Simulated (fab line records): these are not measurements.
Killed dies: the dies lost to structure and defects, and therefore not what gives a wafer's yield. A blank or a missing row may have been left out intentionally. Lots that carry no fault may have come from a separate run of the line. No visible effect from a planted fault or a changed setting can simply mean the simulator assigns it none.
Chamber matching    flow n5 finfet    N5_HKMG_FIN_ALD_71 on ald metal-02 has 4 sister chambers
The step deposits TiN, target thk 1 nm, pulse time 1 s, purge time 3 s. 8 wafers are shown with their chamber, then 10 later ones without.

== WAFERS PAIRED WITH THEIR CHAMBERS ==
wafer   chamber  heater power w (W)  precursor pulse height rel
L079.6  1        1044                1.003
L081.1  2        1088                1.000
L081.3  3        880                 1.025
L082.1  0        923                 1.000
L082.3  1        1043                0.994
L082.4  3        921                 1.001
L087.2  0        887                 0.992
L087.3  2        1079                1.009

== WAFERS WITHOUT THEIR CHAMBER ==
wafer   heater power w (W)  precursor pulse height rel
L087.5  911                 1.011
L088.2  912                 1.003
L088.4  1035                1.020
L088.5  912                 0.983
L093.1  892                 1.003
L093.3  1099                1.015
L093.5  1081                1.015
L095.1  1092                0.992
L095.2  894                 1.023
L095.4  1016                1.003

== WHICH CHAMBER EACH WENT THROUGH ==
wafer   from the rows above      in truth
L087.5  can't be placed: 3 or 0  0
L088.2  can't be placed: 0 or 3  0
L088.4  can't be placed: 1 or 2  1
L088.5  can't be placed: 0 or 3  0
L093.1  can't be placed: 0 or 3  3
L093.3  can't be placed: 2 or 1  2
L093.5  can't be placed: 2 or 1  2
L095.1  can't be placed: 2 or 1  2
L095.2  can't be placed: 3 or 0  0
L095.4  can't be placed: 1 or 2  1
Placed correctly: 0 of 10. Can't be placed from these rows: 10 (the true chamber is among the candidates in 10). Placed wrongly: 0.
How it was worked out, from the rows above alone: a wafer's distance from a chamber is the root of the sum, over the readings, of the square of ((its reading less the chamber's mean) divided by the reading's scatter). If the next closest chamber is less than 2 further off than the closest, the wafer can't be placed; otherwise it belongs to the closest. A chamber's mean is the mean of its shown wafers. The scatter: the root of (the sum of the squares of (reading less its chamber's mean) over the shown wafers, divided by (wafers less chambers)).
